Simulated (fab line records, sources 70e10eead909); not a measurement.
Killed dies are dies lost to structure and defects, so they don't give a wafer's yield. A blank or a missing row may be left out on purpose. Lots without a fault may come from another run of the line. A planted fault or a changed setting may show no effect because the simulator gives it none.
A struck lot beside a sound one | flow nand_harc | 15 steps out of a route of 1302
Sound: wafers L966.1, L966.2, L966.6. Struck: wafer L955.5. (L955.1 of the same lot was not struck and is left out.) The cause comes at the end.
At each step with rows: each side's tool, then ch and its chambers, then its first start. Under that, the readings that differ: sound wafers | struck wafers | difference of the means | sigmas: that difference in standard deviations of wafers without a fault.
alike: readings whose means differ by less than 2 such deviations, and words and numbers that are the same on both sides. not compared: withheld readings, readings that some wafer has no value for, bounds like >300 that may hide the same value, and numbers for which the record gives no deviation and whose values overlap.
The two part at a step that has a row with sigmas, a row that says differs or no value, or rows on one side only. Numbers that don't overlap but have no deviation are shown without sigmas and don't part them. A reading that every wafer of one side lacks parts them only if that side has two wafers or more.

NHARC_A_CONTACT_INSPECT_10:
  sound on defect_inspect-01, day 30 06:11; struck on defect_inspect-02, day 26 17:30
  reading          | sound       | struck | difference | sigmas
  raw_defect_count | 121 114 125 | 20     | -100       | -3
then, 5 steps without rows for these wafers: NHARC_A_CONTACT_DESCUM_13 (chemistry O2, time 3 s); NHARC_A_CONTACT_ETCH_88 (etches the open film in CF4, target depth 39 nm, time 65 s); NHARC_A_CONTACT_ETCH_89 (etches the open film in N2/H2, target depth 260 nm, time 475.3 s); NHARC_A_CONTACT_ETCH_30 (etches the open film in CF4/CHF3, target depth 72.6 nm, time 36.3 s); NHARC_A_CONTACT_ETCH_31 (etches the open film in O2/COS, target depth 2800 nm, time 728 s).
NHARC_A_CONTACT_ETCH_134: etches the open film in C4F8/O2/Ar, time 140 s, target depth 700 nm.
  sound on har_cap_etch-03 ch 0,1, day 30 07:22; struck on har_cap_etch-03 ch 0, day 26 18:46
  not compared: rf_hours_counter_h
NHARC_A_CONTACT_ETCH_135: etches the open film in C4F8/O2/Ar, time 311 s, target depth 1912 nm.
  sound on har_cap_etch-03 ch 0,1, day 30 07:38; struck on har_cap_etch-03 ch 0, day 26 18:59
  not compared: rf_hours_counter_h
then, 1 step without rows for these wafers: NHARC_A_CONTACT_ETCH_136 (etches the open film in C4F8/O2/Ar, time 311 s, target depth 1912 nm).
NHARC_A_CONTACT_ETCH_137: etches the open film in C4F8/O2/Ar, time 311 s, target depth 1912 nm.
  sound on har_cap_etch-03 ch 0,1, day 30 08:22; struck on har_cap_etch-03 ch 0, day 26 19:32
  not compared: rf_hours_counter_h
NHARC_A_CONTACT_ETCH_138: etches the open film in C4F8/O2/Ar, time 311 s, target depth 1914 nm.
  sound on har_cap_etch-03 ch 0,1, day 30 08:43; struck on har_cap_etch-03 ch 0, day 26 19:48
  not compared: rf_hours_counter_h
then, 1 step without rows for these wafers: NHARC_A_CONTACT_ETCH_139 (etches the open film in C4F8/O2/Ar, time 195 s, target depth 840 nm).
NHARC_A_CONTACT_ETCH_92: etches the open film in CH3F/O2, target depth 40 nm, time 85.7 s.
  sound on rie_diel-08 ch 1,2,3, day 30 09:45; struck on rie_diel-08 ch 0, day 26 20:35
  reading               | sound             | struck | difference | sigmas
  oes_product_au (a.u.) | 0.914 0.932 0.928 | 0.728  | -0.197     | -10
  alike: drypump_motor_current_A, o2_flow_sccm, rf_vpp_V, showerhead_plenum_p_Torr, throttle_valve_pct
  not compared: rf_hours_counter_h
NHARC_A_CONTACT_ETCH_98: etches the open film in C4F6/O2, target depth 20 nm, time 10 s.
  sound on rie_diel-08 ch 0,1,2; struck on rie_diel-08 ch 2
  alike: drypump_motor_current_A, o2_flow_sccm, oes_product_au, rf_vpp_V, showerhead_plenum_p_Torr, throttle_valve_pct
  not compared: rf_hours_counter_h
then, 1 step without rows for these wafers: NHARC_END_SORT_01.

WHERE THEY PART
First at NHARC_A_CONTACT_INSPECT_10; last, within this record, at NHARC_A_CONTACT_ETCH_92. Later steps at which nothing parts them and some readings are alike: NHARC_A_CONTACT_ETCH_98.

WHY: what the simulator had put in
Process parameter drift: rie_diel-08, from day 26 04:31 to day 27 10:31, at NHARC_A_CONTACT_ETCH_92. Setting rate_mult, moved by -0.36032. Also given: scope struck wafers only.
